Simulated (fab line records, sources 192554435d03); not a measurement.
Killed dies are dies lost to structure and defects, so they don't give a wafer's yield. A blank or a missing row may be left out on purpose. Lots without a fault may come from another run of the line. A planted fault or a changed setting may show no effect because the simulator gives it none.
fab line records | flow n5_finfet | part 1 of 2: steps 1 to 3 of 6
record lots=20 wafers=60 last_day=20
route steps=1938 shown BEOL_M4@1040
lots that met no fault: from a run of the same line without faults
start_h: hours from the record's first day to the start of the lot's first wafer shown | wait_h: hours since the lot's step before | " the same as in the row above | L1.1+2: a row that stands for several wafers | - no value, or no start given | * or withheld: withheld | < > ~ a bound
route shown NAME@n: a module of which the file shows steps, and the number in the route of the first | usual: mean/standard deviation of fault-free wafers | same: alike in all rows | chamber/n: place in a boat | sites: the reading at each site | _std_site: their standard deviation | _edge_site: outer sites' mean less inner sites' | radius_mm: how far each site lies from the wafer's centre | mask NAME#n: copy n | behind: the tool/chamber that last shaped the wafer | hold: why the lot was held/for how many hours/how that ended | device: the transistor (n, p or np) that didn't switch | end of line: the same wafers' tests at the end of the route | a step without rows: its recipe alone | killed: dies lost to structure and defects at the first sort, not the wafer's yield | map: a wafer's dies, x killed, . not, _ none there
set.NAME: the setting as run; set.NAME@STEP: as run at that earlier step | model.NAME: the simulator's own value behind a step, which no gauge read
steps of the route over a sample of lots; a table a step, a row a wafer
services: from which hour (start_h, from the record's first day; less than 0 if before it) a tool's chamber was out of use, for how many hours, and why
## steps
# step N5_BEOL_M4_ETCH_64
# recipe chemistry=N2/H2 target=SOC target_depth_a=750 overetch_a=225 mask_material=SiARC temp_c=40 time_s=121.9 ion_energy_ev=200 pressure_mtorr=30 source_w=840 bias_w=150 n2_flow_sccm=200 h2_flow_sccm=200
# usual bias_w=150.1/0.43 chamber_pressure_mTorr=30.004/0.026 drypump_motor_current_A=5.7/0.41 oes_product_au=0.59/0.062 rf_vpp_V=524.2/2.8 showerhead_plenum_p_Torr=2.56/0.1 temp_c=39.98/0.11 throttle_valve_pct=17.78/0.18
# columns lot.wafer tool chamber start_h wait_h bias_w chamber_pressure_mTorr drypump_motor_current_A oes_product_au rf_hours_counter_h rf_vpp_V showerhead_plenum_p_Torr temp_c throttle_valve_pct
L074.4 rie_diel-02 3 173.93 0.0 149.8 29.980 5.7 0.53 231 526.5 2.63 39.95 17.85
L074.5 " 2 " " 149.9 29.994 5.9 0.53 - 520.7 2.41 40.02 18.18
L074.6 " 3 " " 150.3 30.030 5.7 0.53 - 526.9 2.63 39.94 17.87
L075.2 rie_diel-01 3 174.40 0.0 149.4 29.930 4.9 0.64 53 529.0 2.70 39.92 17.61
L075.4 " 0 " " 150.3 30.005 4.9 0.56 192 522.3 2.50 39.96 17.81
L075.6 " 1 " " 150.2 29.996 5.3 0.53 - 522.9 2.50 40.15 18.02
L076.1 rie_diel-01 1 179.73 0.0 149.0 29.993 5.3 0.53 246 520.6 2.50 39.74 18.03
L076.2 " 3 " " 150.2 29.993 4.9 0.64 55 528.7 2.70 39.95 17.60
L076.5 " 3 " " 150.3 30.055 4.9 0.65 - 528.2 2.70 39.86 17.60
L077.1 rie_diel-02 0 181.98 0.0 150.0 30.006 5.3 0.55 186 523.5 2.52 39.92 17.65
L077.3 " 1 " " 149.7 30.000 5.7 0.58 133 521.3 2.45 40.26 17.71
L077.5 " 2 " " 150.2 29.979 5.9 0.53 - 519.5 2.41 39.84 18.17
L078.2 rie_diel-04 2 191.60 0.0 149.7 30.022 5.7 0.64 70 522.6 2.47 39.95 17.46
L078.4 " 0 " " 149.9 29.945 5.7 0.70 - 528.5 2.72 39.97 17.68
L078.5 " 3 " " 149.5 30.028 5.8 0.56 - 521.9 2.55 40.13 17.89
L081.3 rie_diel-02 1 214.38 0.0 150.5 30.001 5.7 0.58 144 520.8 2.44 39.88 17.74
L081.4 " 0 " " 150.2 30.002 5.3 0.56 196 525.4 2.51 40.09 17.70
L081.5 " 2 " " 150.6 29.947 6.0 0.53 - 519.3 2.41 39.94 18.20
L082.2 rie_diel-01 0 216.08 0.0 149.9 29.979 4.9 0.54 209 523.9 2.50 39.97 17.86
L082.3 " 2 " " 150.3 30.023 6.4 0.64 62 528.6 2.70 40.12 17.82
L082.5 " 2 " " 150.0 30.012 6.4 0.64 - 526.6 2.70 40.11 17.79
L085.1 rie_diel-04 0 222.89 0.0 150.3 30.032 5.7 0.67 37 528.0 2.71 40.01 17.71
L085.2 " 3 " " 149.8 29.993 5.8 0.55 178 522.2 2.54 40.12 17.89
L085.6 " 3 " " 150.4 29.973 5.8 0.56 - 524.8 2.54 40.15 17.91
L084.1 rie_diel-02 1 223.71 0.0 149.9 29.968 5.7 0.59 148 521.8 2.44 39.85 17.74
L084.3 " 3 " " 150.0 30.038 5.6 0.52 250 525.3 2.62 39.98 17.87
L084.6 " 3 " " 150.7 29.997 5.6 0.52 - 526.5 2.62 39.91 17.88
L086.3 rie_diel-02 0 243.47 0.0 150.4 29.987 5.3 0.55 212 523.6 2.51 40.08 17.71
L086.4 " 1 " " 150.4 30.028 5.7 0.58 - 520.9 2.44 39.88 17.77
L086.5 " 0 " " 150.6 30.004 5.3 0.54 - 524.5 2.51 40.17 17.71
L089.1 rie_diel-02 1 261.92 0.0 150.0 29.953 5.7 0.57 168 521.4 2.43 40.00 17.76
L089.3 " 0 " " 149.7 30.010 5.3 0.54 220 522.0 2.50 39.86 17.73
L089.4 " 1 " " 150.0 30.045 5.7 0.57 - 521.9 2.43 40.02 17.77
L087.3 rie_diel-04 3 261.97 0.0 150.1 30.066 5.8 0.55 197 523.5 2.53 39.89 17.94
L087.5 " 2 " " 150.1 30.021 5.7 0.61 - 521.6 2.46 40.14 17.53
L087.6 " 3 " " 149.6 29.965 5.8 0.54 - 524.6 2.53 39.97 17.92
L090.2 rie_diel-04 0 263.46 0.0 150.3 29.980 5.7 0.66 57 527.1 2.70 40.15 17.75
L090.3 " 3 " " 150.5 29.977 5.8 0.55 198 523.2 2.53 39.84 17.92
L090.4 " 1 " " 150.4 30.001 6.4 0.54 240 526.5 2.60 40.00 17.96
L088.1 rie_diel-02 1 268.59 0.0 150.6 29.993 5.7 0.57 172 520.8 2.43 40.02 17.79
L088.2 " 0 " " 149.6 30.031 5.3 0.53 224 522.3 2.50 39.79 17.73
L088.5 " 0 " " 150.2 30.017 5.3 0.53 - 524.3 2.50 39.99 17.72
L091.3 rie_diel-04 0 268.63 0.0 149.4 30.002 5.7 0.67 59 527.4 2.70 40.10 17.74
L091.5 " 3 " " 149.5 29.987 5.8 0.54 - 523.5 2.53 40.21 17.94
L091.6 " 0 " " 149.5 30.028 5.7 0.66 - 528.8 2.70 40.05 17.75
L092.2 rie_diel-04 3 270.53 0.0 150.1 29.977 5.8 0.54 200 523.8 2.53 40.01 17.95
L092.5 " 1 " " 149.5 30.015 6.4 0.54 - 525.5 2.60 39.90 17.96
L092.6 " 2 " " 149.9 30.027 5.8 0.60 - 522.5 2.46 39.95 17.55
L093.1 rie_diel-01 3 276.68 0.0 150.6 29.989 4.9 0.62 86 528.3 2.69 40.03 17.66
L093.4 " 2 " " 149.1 30.055 6.4 0.62 78 527.3 2.70 39.85 17.84
L093.5 " 2 " " 149.8 30.026 6.4 0.64 - 527.7 2.70 39.87 17.84
L095.2 rie_diel-04 3 290.87 0.0 149.8 30.023 5.8 0.54 207 522.6 2.53 40.15 17.96
L095.3 " 2 " " 150.4 29.993 5.8 0.60 114 520.8 2.45 39.88 17.56
L095.5 " 2 " " 150.2 30.020 5.8 0.60 - 520.8 2.45 39.90 17.56
L096.1 rie_diel-02 2 307.68 0.0 150.3 30.034 5.9 0.70 14 526.3 2.71 40.00 17.83
L096.3 " 0 " " 149.7 30.030 5.3 0.53 240 523.2 2.50 39.93 17.76
L096.5 " 0 " " 150.8 30.019 5.3 0.53 - 524.4 2.50 39.85 17.76
L097.1 rie_diel-01 3 349.25 0.0 150.4 30.058 4.9 0.60 111 526.5 2.68 39.92 17.70
L097.2 " 1 " " 149.8 30.005 5.3 0.65 40 522.6 2.48 39.85 17.67
L097.3 " 0 " " 150.1 30.019 4.9 0.53 249 521.2 2.48 39.83 17.91
# step N5_BEOL_M4_ETCHBACK_99
# recipe chemistry=CHF3 target=SiO2 target_depth_a=50 time_s=10.4 source_w=215 bias_w=47 Ar_flow_sccm=200 CHF3_flow_sccm=12 ion_energy_ev=100 pressure_mtorr=30
# usual bias_w=47.00/0.14 chamber_pressure_mTorr=29.998/0.026 drypump_motor_current_A=5.5/0.47 oes_product_au=0.79/0.087 rf_vpp_V=241/4.6 showerhead_plenum_p_Torr=2.17/0.079 throttle_valve_pct=17.01/0.2
# columns lot.wafer tool chamber start_h wait_h bias_w chamber_pressure_mTorr drypump_motor_current_A oes_product_au rf_hours_counter_h rf_vpp_V showerhead_plenum_p_Torr throttle_valve_pct
L075.2 rie_diel-01 3 183.41 5.8 47.08 29.961 4.9 0.86 55 236 2.27 16.75
L075.4 " 0 " " 47.12 29.994 4.9 0.72 194 246 2.14 17.19
L075.6 " 0 " " 47.03 29.973 4.9 0.73 - 244 2.14 17.18
L074.4 rie_diel-04 3 183.46 8.5 46.92 30.012 5.8 0.75 - 240 2.17 17.02
L074.5 " 0 " " 47.06 30.013 5.7 0.94 - 245 2.27 16.69
L074.6 " 2 " " 47.09 29.962 5.8 0.84 - 236 2.12 16.95
L076.1 rie_diel-01 1 191.22 9.8 46.87 29.971 5.2 0.69 249 243 2.10 17.24
L076.2 " 3 " " 46.92 30.036 4.9 0.85 58 238 2.26 16.74
L076.5 " 2 " " 47.20 30.003 6.4 0.86 - 247 2.30 16.97
L077.1 rie_diel-02 2 207.14 23.1 46.83 29.945 5.9 0.68 233 231 2.03 17.38
L077.3 " 3 " " 46.85 29.994 5.6 0.68 242 242 2.23 17.08
L077.5 " 2 " " 46.97 30.026 5.9 0.68 - 233 2.03 17.38
L078.2 rie_diel-01 0 210.28 17.2 47.19 29.999 4.9 0.70 207 245 2.14 17.21
L078.4 " 3 " " 46.67 29.980 4.9 0.83 - 238 2.26 16.76
L078.5 " 0 " " 47.14 29.990 4.9 0.71 - 246 2.14 17.22
L081.3 rie_diel-02 0 218.30 2.9 46.98 30.036 5.3 0.73 197 238 2.15 17.05
L081.4 " 1 " " 47.22 30.001 5.6 0.77 146 240 2.08 17.00
L081.5 " 0 " " 46.94 30.019 5.3 0.73 - 237 2.15 17.01
L082.2 rie_diel-04 0 228.43 11.2 46.98 29.972 5.7 0.90 41 246 2.26 16.73
L082.3 " 3 " " 46.97 29.954 5.8 0.73 182 239 2.16 17.08
L082.5 " 3 " " 47.24 29.998 5.8 0.72 - 238 2.16 17.08
L085.1 rie_diel-04 3 232.21 5.7 47.10 30.005 5.8 0.73 184 240 2.16 17.07
L085.2 " 0 " " 47.12 29.994 5.7 0.89 43 247 2.26 16.73
L085.6 " 0 " " 46.95 30.002 5.7 0.89 - 247 2.26 16.73
L084.1 rie_diel-01 2 233.51 6.7 47.28 30.008 6.4 0.85 64 247 2.29 17.00
L084.3 " 0 " " 47.13 30.021 4.9 0.71 211 245 2.14 17.19
L084.6 " 1 " " 46.99 30.001 5.3 0.97 - 243 2.10 16.79
L086.3 rie_diel-04 1 257.92 13.3 46.97 29.982 6.4 0.70 238 234 2.20 17.29
L086.4 " 3 " " 46.99 30.001 5.8 0.72 195 238 2.15 17.12
L086.5 " 2 " " 46.87 30.044 5.8 0.80 - 236 2.10 17.02
L089.1 rie_diel-02 3 263.12 0.2 47.19 29.977 5.7 0.95 8 239 2.22 16.64
L089.3 " 1 " " 47.16 29.992 5.7 0.75 168 241 2.07 17.05
L089.4 " 0 " " 47.02 29.985 5.3 0.71 - 236 2.14 17.09
L087.3 rie_diel-02 1 266.04 3.0 47.19 29.991 5.6 0.75 170 241 2.07 17.06
L087.5 " 1 " " 47.03 30.029 5.6 0.76 - 241 2.07 17.05
L087.6 " 3 " " 46.79 30.009 5.7 0.95 - 241 2.22 16.62
L090.2 rie_diel-01 3 266.57 2.1 47.01 30.010 4.9 0.81 83 235 2.26 16.80
L090.3 " 2 " " 46.98 29.988 6.4 0.84 75 248 2.29 17.01
L090.4 " 1 " " 46.92 30.027 5.3 0.92 13 242 2.10 16.80
L088.1 rie_diel-01 1 275.72 6.1 46.80 30.019 5.3 0.91 16 242 2.10 16.83
L088.2 " 2 " " 46.76 29.997 6.4 0.82 78 247 2.28 17.02
L088.5 " 0 " " 47.10 29.975 4.9 0.70 - 245 2.13 17.22
L091.3 rie_diel-01 0 276.20 6.6 46.96 29.968 4.9 0.70 225 245 2.13 17.25
L091.5 " 1 " " 46.98 29.988 5.3 0.91 - 245 2.10 16.82
L091.6 " 0 " " 47.01 29.965 4.9 0.69 - 246 2.13 17.22
L092.2 rie_diel-01 0 281.78 10.3 46.95 30.022 4.9 0.70 226 245 2.13 17.25
L092.5 " 2 " " 47.11 30.034 6.4 0.82 - 248 2.28 17.01
L092.6 " 1 " " 46.90 29.943 5.3 0.91 - 244 2.09 16.83
L093.1 rie_diel-02 0 295.08 17.2 46.91 29.982 5.3 0.70 234 235 2.14 17.11
L093.4 " 2 " " 47.28 29.978 5.9 0.96 8 235 2.29 17.01
L093.5 " 3 " " 46.83 29.988 5.6 0.92 - 240 2.22 16.64
L095.2 rie_diel-04 3 296.27 4.0 46.95 30.059 5.8 0.71 209 239 2.15 17.12
L095.3 " 1 " " 47.14 29.989 6.4 0.68 251 231 2.19 17.31
L095.5 " 2 " " 46.74 29.976 5.7 0.78 - 236 2.10 17.03
L096.1 rie_diel-01 1 326.33 17.3 47.10 30.044 5.3 0.87 32 242 2.09 16.84
L096.3 " 3 " " 47.09 30.017 4.9 0.80 102 238 2.25 16.81
L096.5 " 0 " " 47.02 30.010 4.9 0.68 - 246 2.13 17.28
L097.1 rie_diel-01 0 351.26 0.9 46.93 29.976 4.9 0.69 249 243 2.12 17.28
L097.2 " 3 " " 47.09 30.018 4.9 0.79 112 237 2.24 16.84
L097.3 " 1 " " 47.01 30.003 5.3 0.86 40 244 2.09 16.86
# step N5_BEOL_M4_VIA_ETCH_34
# recipe chemistry=C4F6/O2 target_depth_a=694 mask_material=SOC pressure_mtorr=15 ion_energy_ev=250 taper_deg=4 time_s=65.9 source_w=350 bias_w=170 Ar_flow_sccm=300 C4F6_flow_sccm=10 O2_flow_sccm=10
# usual O2_flow_sccm=10.000/0.029 bias_w=170.0/0.56 chamber_pressure_mTorr=14.998/0.013 drypump_motor_current_A=5.5/0.46 oes_product_au=0.79/0.087 rf_vpp_V=666/12 showerhead_plenum_p_Torr=2.86/0.1 throttle_valve_pct=30.72/0.21
# columns lot.wafer tool chamber start_h wait_h O2_flow_sccm bias_w chamber_pressure_mTorr drypump_motor_current_A oes_product_au rf_hours_counter_h rf_vpp_V showerhead_plenum_p_Torr throttle_valve_pct
L075.2 rie_diel-01 3 183.55 0.0 10.052 170.2 15.005 4.9 0.85 55 659 2.99 30.44
L075.4 " 0 " " 10.018 169.9 14.993 4.9 0.72 194 678 2.83 31.01
L075.6 " 0 " " 9.966 170.0 15.014 4.9 0.73 - 677 2.83 31.02
L074.4 rie_diel-04 3 183.61 0.0 9.998 170.0 15.007 5.8 0.75 - 660 2.86 30.70
L074.5 " 0 " " 9.972 170.1 14.999 5.7 0.93 - 679 2.99 30.34
L074.6 " 2 " " 9.976 170.0 15.001 5.7 0.84 - 655 2.80 30.55
L076.1 rie_diel-01 1 191.37 0.0 10.029 170.5 15.024 5.3 0.70 249 672 2.78 30.72
L076.2 " 3 " " 9.995 170.8 15.008 4.9 0.85 58 658 2.99 30.45
L076.5 " 2 " " 9.950 168.4 14.991 6.4 0.87 - 684 3.02 30.82
L077.1 rie_diel-02 2 207.28 0.0 10.001 169.7 14.981 5.9 0.68 233 641 2.69 30.85
L077.3 " 3 " " 9.979 169.2 14.981 5.6 0.68 242 668 2.94 30.75
L077.5 " 2 " " 9.994 170.0 15.007 5.9 0.68 - 641 2.69 30.86
L078.2 rie_diel-01 0 210.42 0.0 10.010 169.3 15.003 4.9 0.70 207 677 2.83 31.02
L078.4 " 3 " " 10.001 169.7 15.002 4.9 0.84 - 656 2.98 30.46
L078.5 " 0 " " 9.933 169.4 15.000 4.9 0.71 - 677 2.83 31.01
L081.3 rie_diel-02 0 218.44 0.0 9.975 168.9 14.999 5.3 0.73 197 657 2.84 30.77
L081.4 " 1 " " 10.026 170.7 15.002 5.6 0.77 146 665 2.75 30.83
L081.5 " 0 " " 10.027 169.7 14.998 5.3 0.73 - 655 2.84 30.79
L082.2 rie_diel-04 0 228.57 0.0 9.980 169.4 14.999 5.7 0.89 41 680 2.98 30.38
L082.3 " 3 " " 9.977 170.2 15.001 5.8 0.73 182 661 2.85 30.73
L082.5 " 3 " " 9.980 169.4 15.013 5.8 0.72 - 660 2.85 30.75
L085.1 rie_diel-04 3 232.35 0.0 10.001 169.6 15.010 5.8 0.73 184 662 2.85 30.74
L085.2 " 0 " " 9.997 169.1 15.000 5.7 0.89 43 679 2.98 30.37
L085.6 " 0 " " 9.974 170.4 15.010 5.7 0.90 - 679 2.98 30.37
L084.1 rie_diel-01 2 233.65 0.0 9.999 170.8 15.000 6.4 0.85 64 683 3.02 30.84
L084.3 " 0 " " 10.013 169.6 14.989 4.9 0.71 211 678 2.82 31.02
L084.6 " 1 " " 9.970 170.2 14.989 5.4 0.97 - 674 2.78 30.49
L086.3 rie_diel-04 1 258.06 0.0 9.981 169.5 15.006 6.4 0.69 238 643 2.90 30.74
L086.4 " 3 " " 9.955 169.8 15.007 5.8 0.71 195 662 2.84 30.74
L086.5 " 2 " " 9.952 170.4 15.018 5.7 0.79 - 654 2.78 30.60
L089.1 rie_diel-02 3 263.26 0.0 9.970 171.0 14.987 5.7 0.95 9 667 2.93 30.41
L089.3 " 1 " " 9.961 169.0 14.995 5.7 0.75 169 664 2.74 30.86
L089.4 " 0 " " 9.993 169.9 15.000 5.3 0.70 - 655 2.83 30.80
L087.3 rie_diel-02 1 266.18 0.0 10.008 169.6 15.014 5.7 0.75 170 665 2.74 30.85
L087.5 " 1 " " 9.995 170.5 15.000 5.7 0.76 - 664 2.74 30.86
L087.6 " 3 " " 10.002 169.9 14.998 5.7 0.94 - 667 2.93 30.40
L090.2 rie_diel-01 3 266.71 0.0 10.014 169.9 14.993 4.9 0.82 83 657 2.98 30.48
L090.3 " 2 " " 10.077 169.9 15.009 6.4 0.83 75 683 3.01 30.86
L090.4 " 1 " " 9.988 170.2 15.001 5.3 0.91 13 673 2.77 30.52
L088.1 rie_diel-01 1 275.87 0.0 10.001 170.3 15.018 5.3 0.91 16 673 2.77 30.51
L088.2 " 2 " " 10.025 170.0 15.001 6.4 0.83 78 683 3.01 30.85
L088.5 " 0 " " 9.974 169.5 15.007 4.9 0.70 - 677 2.82 31.04
L091.3 rie_diel-01 0 276.34 0.0 10.041 170.2 14.996 4.9 0.70 225 679 2.82 31.04
L091.5 " 1 " " 9.974 170.2 15.002 5.3 0.90 - 671 2.77 30.53
L091.6 " 0 " " 10.005 169.7 15.000 4.9 0.70 - 679 2.82 31.05
L092.2 rie_diel-01 0 281.93 0.0 9.983 170.0 14.995 4.9 0.70 226 675 2.82 31.05
L092.5 " 2 " " 10.010 169.5 15.021 6.4 0.84 - 683 3.01 30.86
L092.6 " 1 " " 10.093 169.2 14.986 5.3 0.91 - 672 2.77 30.52
L093.1 rie_diel-02 0 295.22 0.0 10.033 169.9 15.006 5.3 0.70 235 655 2.82 30.81
L093.4 " 2 " " 9.993 169.2 14.991 5.9 0.95 8 654 3.02 30.74
L093.5 " 3 " " 10.044 170.6 14.982 5.7 0.90 - 666 2.92 30.41
L095.2 rie_diel-04 3 296.41 0.0 10.023 169.8 14.974 5.8 0.70 209 659 2.84 30.74
L095.3 " 1 " " 9.997 170.2 14.999 6.4 0.68 252 642 2.89 30.75
L095.5 " 2 " " 10.058 170.6 15.012 5.8 0.78 - 653 2.77 30.60
L096.1 rie_diel-01 1 326.47 0.0 10.030 170.6 14.980 5.3 0.87 32 672 2.77 30.52
L096.3 " 3 " " 10.023 170.0 14.989 4.9 0.80 102 659 2.97 30.50
L096.5 " 0 " " 10.024 170.3 15.008 4.9 0.69 - 677 2.81 31.06
L097.1 rie_diel-01 0 351.40 0.0 10.031 169.6 14.982 4.9 0.68 249 676 2.81 31.06
L097.2 " 3 " " 10.010 170.2 15.007 4.9 0.79 112 657 2.96 30.48
L097.3 " 1 " " 10.013 169.8 14.992 5.3 0.86 41 671 2.76 30.54
